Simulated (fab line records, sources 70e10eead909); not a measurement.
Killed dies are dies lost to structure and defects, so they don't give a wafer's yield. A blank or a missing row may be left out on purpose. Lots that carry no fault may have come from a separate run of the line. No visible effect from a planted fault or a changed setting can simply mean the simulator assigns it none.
fab line records | flow nand_harc | part 2 of 2: steps 5 to 6 of 6
[record] lots = 23 wafers = 69 last_day = 34
route steps=1302 shown A_STAIRCASE@766 A_SGD_CUT@907 A_SLIT@943
lots untouched by any fault: they come from a run of this same line in which no faults occurred
start_h: hours from the record's first day to the start of the lot's first wafer shown | wait_h: how many hours have passed since the lot's step before this one | " identical to the entry in the row above | L1.1+2: a single row standing in for several wafers | - no value, or no start was given | * or withheld: withheld | < > ~ a bound
route shown NAME@n: NAME is a module with steps in the file, n the number in the route of the first one | usual: mean and standard deviation over wafers with no fault | same: alike in all rows | chamber/n: place in a boat | sites: per-site readings | _std_site: standard deviation of those values | _edge_site: mean of outer sites minus mean of inner sites | radius_mm: for every site, how far away it sits from the centre of the wafer | mask NAME#n: copy n | behind: tool/chamber where the wafer was last shaped | hold: why the lot went on hold/how many hours it stayed there/how the hold came to an end | device: the n, p or np transistor that did not switch | end of line: at the end of the route, the tests of the same wafers | a step without rows: its recipe alone | killed: dies that structure and defects cost at the first sort, which is not the same as the wafer's yield | map: a wafer's dies, marking killed ones x, the rest . and places with no die _
set.NAME: the setting as run; set.NAME@STEP: as run at that earlier step | model.NAME: the simulator's own value behind a step, which no gauge read
steps of the route over a sample of lots; a table a step, a row a wafer
services: when a tool's chamber went out of use (start_h, in hours from the record's first day, below 0 if earlier), for how many hours, and the reason
[[steps]]
[step NHARC_A_SLIT_STRIP_18]
[recipe] o2_flow_sccm = 500 ar_flow_sccm = 0 bias_w = 0 chemistry = O2
[usual] drypump_motor_current_A = 5.8/0.53 oes_product_au = 0.997/0.0084 rf_vpp_V = 57.7/0.91 showerhead_plenum_p_Torr = 3.54/0.15 throttle_valve_pct = 17.036/0.0097
[same] bias_w = 0
// columns lot.wafer tool chamber start_h wait_h drypump_motor_current_A oes_product_au rf_hours_counter_h rf_vpp_V showerhead_plenum_p_Torr throttle_valve_pct
L074.4 rie_diel-13 2 - - 5.2 0.991 - 55.8 3.31 17.045
L074.6 " 0 " " 5.9 0.995 - 56.9 3.63 17.060
L074.5 " 1 " " 6.1 0.995 - 57.9 3.55 17.040
L076.2 rie_diel-13 0 - - 5.9 1.008 8.4 57.4 3.63 17.029
L076.4 " 2 " " 5.2 0.994 7.9 57.0 3.31 17.039
L076.5 " 0 " " 5.9 1.004 - 58.7 3.62 17.033
L075.3 rie_diel-02 2 - - 5.8 0.985 6.5 58.5 3.47 17.046
L075.2 " 3 " " 5.4 0.999 5.8 57.9 3.33 17.019
L075.5 " 1 " " 6.1 0.987 - 57.2 3.75 17.038
L077.1 rie_diel-13 0 - - 5.9 0.995 10.9 57.0 3.62 17.043
L077.2 " 1 " " 6.1 0.999 9.8 58.3 3.55 17.055
L077.3 " 3 " " 6.2 0.992 10.2 57.3 3.42 17.040
L079.2 rie_diel-03 0 - - 5.8 1.003 1.2 56.8 3.57 17.028
L079.1 " 1 " " 4.7 1.010 1.1 58.6 3.68 17.047
L079.4 " 3 " " 5.6 1.004 1.2 57.6 3.30 17.037
L078.4 rie_diel-03 3 - - 5.6 1.000 1.3 58.2 3.30 17.049
L078.1 " 0 " " 5.8 1.004 1.3 58.1 3.57 17.039
L078.3 " 1 " " 4.7 1.008 1.2 58.3 3.68 17.032
L080.1 rie_diel-03 0 - - 5.8 1.000 1.5 57.3 3.57 17.033
L080.3 " 1 " " 4.7 1.009 1.3 58.3 3.68 17.045
L080.5 " 3 " " 5.6 0.986 - 56.2 3.30 17.038
L081.1 rie_diel-02 0 - - 6.3 1.005 4.5 58.3 3.62 17.035
L081.4 " 1 " " 6.0 0.995 9.6 57.9 3.75 17.033
L081.3 " 2 " " 5.7 0.996 8.7 57.2 3.47 17.045
L082.1 rie_diel-03 0 - - 5.8 0.991 2.9 56.9 3.57 17.045
L082.3 " 1 " " 4.7 1.004 2.6 58.3 3.68 17.023
L082.6 " 0 " " 5.8 1.003 - 57.8 3.57 17.041
L083.4 rie_diel-02 1 - - 6.0 1.000 10.5 57.6 3.75 17.044
L083.1 " 2 " " 5.7 0.997 9.6 57.0 3.47 17.048
L083.6 " 2 " " 5.7 0.995 - 57.7 3.47 17.019
L084.2 rie_diel-13 1 - - 6.1 0.997 2.0 57.8 3.55 17.034
L084.6 " 0 " " 5.9 0.990 - 59.4 3.62 17.034
L084.5 " 1 " " 6.1 0.990 - 58.4 3.55 17.034
L085.1 rie_diel-03 1 - - 4.8 1.005 5.4 58.4 3.68 17.023
L085.3 " 3 " " 5.6 0.990 3.7 57.9 3.30 17.039
L085.2 " 0 " " 5.8 1.007 5.3 58.4 3.57 17.036
L086.4 rie_diel-03 3 - - 5.6 0.992 4.8 57.7 3.29 17.033
L086.3 " 1 " " 4.7 0.998 6.3 59.1 3.68 17.039
L086.6 " 3 " " 5.5 1.006 - 56.8 3.29 17.036
L087.2 rie_diel-03 3 - - 5.5 0.996 5.9 57.8 3.29 17.041
L087.6 " 1 " " 4.7 0.996 - 58.8 3.68 17.036
L087.5 " 2 " " 6.6 0.982 - 58.7 3.71 17.046
L089.2 rie_diel-03 1 - - 4.7 1.004 7.4 58.6 3.67 17.027
L089.4 " 2 " " 6.6 0.990 7.6 58.4 3.71 17.037
L089.5 " 0 " " 5.8 1.015 - 56.6 3.57 17.044
L088.4 rie_diel-03 1 - - 4.7 1.000 7.6 58.1 3.67 17.033
L088.2 " 2 " " 6.6 0.986 7.7 57.6 3.71 17.054
L088.5 " 1 " " 4.7 0.995 - 59.0 3.67 17.045
L090.4 rie_diel-13 3 - - 6.2 0.993 5.7 58.6 3.41 17.057
L090.3 " 0 " " 6.0 0.992 5.2 58.7 3.62 17.026
L090.6 " 2 " " 5.2 0.982 - 56.5 3.30 17.050
L093.2 rie_diel-13 1 - - 6.1 0.985 6.6 56.9 3.55 17.030
L093.6 " 0 " " 5.9 0.978 - 58.0 3.62 17.040
L093.5 " 1 " " 6.1 0.979 - 57.5 3.55 17.021
L091.4 rie_diel-02 1 - - 6.0 1.010 3.0 58.6 3.75 17.024
L091.3 " 2 " " 5.7 1.005 2.9 57.2 3.47 17.041
L091.6 " 2 " " 5.7 1.007 - 58.7 3.47 17.052
L092.2 rie_diel-13 3 - - 6.2 0.988 6.8 57.5 3.41 17.017
L092.4 " 0 " " 5.9 0.982 5.9 58.1 3.62 17.029
L092.6 " 0 " " 5.9 0.992 - 58.5 3.62 17.056
L095.4 rie_diel-13 2 - - 5.2 0.996 9.0 55.6 3.30 17.045
L095.2 " 3 " " 6.2 0.987 8.5 58.1 3.41 17.029
L095.6 " 2 " " 5.2 0.994 - 58.4 3.30 17.058
L097.4 rie_diel-02 3 - - 5.4 0.988 5.8 56.3 3.32 17.022
L097.2 " 0 " " 6.3 1.001 5.6 58.0 3.62 17.025
L097.6 " 2 " " 5.7 1.002 - 58.4 3.46 17.027
L096.2 rie_diel-03 1 - - 4.7 0.998 2.7 59.0 3.67 17.035
L096.1 " 3 " " 5.6 0.999 3.1 57.2 3.29 17.034
L096.3 " 0 " " 5.8 1.001 2.8 57.5 3.56 17.025
[step NHARC_A_SLIT_CD_MEAS_21]
[usual] cd_nm = 289.6/0.64
// columns lot.wafer tool chamber start_h wait_h cd_nm
L074.4 cd_sem-01 - 460.66 - 290.1
L074.5 " - " " 289.3
L074.6 " - " " 290.6
L076.2 cd_sem-02 - 470.20 - 289.6
L076.4 " - " " 290.1
L076.5 " - " " 289.8
L075.2 cd_sem-03 - 470.37 - 288.5
L075.3 " - " " 289.6
L075.5 " - " " 289.0
L077.1 cd_sem-03 - 496.13 - 289.3
L077.2 " - " " 288.8
L077.3 " - " " 289.5
L079.1 cd_sem-01 - 496.23 - 289.5
L079.2 " - " " 289.9
L079.4 " - " " 289.5
L078.1 cd_sem-01 - 499.91 - 290.0
L078.3 " - " " 290.2
L078.4 " - " " 289.7
L080.1 cd_sem-01 - 504.87 - 289.7
L080.3 " - " " 289.7
L080.5 " - " " 290.0
L081.1 cd_sem-03 - 527.03 - 289.3
L081.3 " - " " 288.6
L081.4 " - " " 289.4
L082.1 cd_sem-02 - 527.24 - 290.4
L082.3 " - " " 289.7
L082.6 " - " " 289.8
L083.1 cd_sem-03 - 545.57 - 290.1
L083.4 " - " " 289.6
L083.6 " - " " 289.9
L084.2 cd_sem-03 - 557.41 - 290.2
L084.5 " - " " 289.6
L084.6 " - " " 289.9
L085.1 cd_sem-02 - 560.78 - 290.2
L085.2 " - " " 290.4
L085.3 " - " " 289.5
L086.3 cd_sem-01 - 577.82 - 289.5
L086.4 " - " " 289.8
L086.6 " - " " 289.0
L087.2 cd_sem-01 - 585.82 - 289.2
L087.5 " - " " 289.3
L087.6 " - " " 289.8
L089.2 cd_sem-03 - 598.91 - 290.3
L089.4 " - " " 289.7
L089.5 " - " " 289.8
L088.2 cd_sem-03 - 602.72 - 290.3
L088.4 " - " " 290.6
L088.5 " - " " 291.0
L090.3 cd_sem-02 - 624.27 - 288.5
L090.4 " - " " 288.5
L090.6 " - " " 288.6
L093.2 cd_sem-01 - 634.49 - 289.5
L093.5 " - " " 289.8
L093.6 " - " " 289.4
L091.3 cd_sem-02 - 634.62 - 289.8
L091.4 " - " " 288.3
L091.6 " - " " 288.8
L092.2 cd_sem-03 - 638.27 - 289.1
L092.4 " - " " 290.0
L092.6 " - " " 289.5
L095.2 cd_sem-02 - 669.30 - 288.0
L095.4 " - " " 288.4
L095.6 " - " " 288.7
L097.2 cd_sem-03 - 688.68 - 289.1
L097.4 " - " " 290.0
L097.6 " - " " 290.1
L096.1 cd_sem-03 - 708.93 - 289.9
L096.2 " - " " 290.3
L096.3 " - " " 290.2
[[services]]
// columns tool chamber start_h hours kind
rie_diel-03 3 358.52 5.0 repair
rie_diel-09 2 364.38 10.6 repair
rie_diel-01 0 374.13 15.2 repair
rie_diel-01 - 384.07 9.0 pm
rie_diel-09 3 384.61 4.6 repair
rie_diel-06 0 420.24 6.2 repair
rie_diel-09 0 421.94 3.4 repair
rie_diel-01 1 440.03 2.8 repair
rie_diel-03 - 458.30 9.0 pm
rie_diel-01 3 476.54 5.0 repair
rie_diel-01 2 484.32 20.3 repair
rie_diel-06 - 485.02 9.0 pm
rie_diel-09 - 499.71 9.0 pm
rie_diel-03 3 544.36 7.6 repair
rie_diel-06 0 545.26 7.5 repair
rie_diel-03 2 551.92 4.8 repair
rie_diel-03 3 553.55 1.5 repair
rie_diel-01 - 561.14 9.0 pm
rie_diel-03 2 603.05 5.4 repair
rie_diel-01 3 618.65 3.9 repair
rie_diel-03 2 629.06 5.2 repair
rie_diel-06 - 662.02 9.0 pm
rie_diel-09 - 676.71 9.0 pm
rie_diel-01 - 682.16 0.1 repair
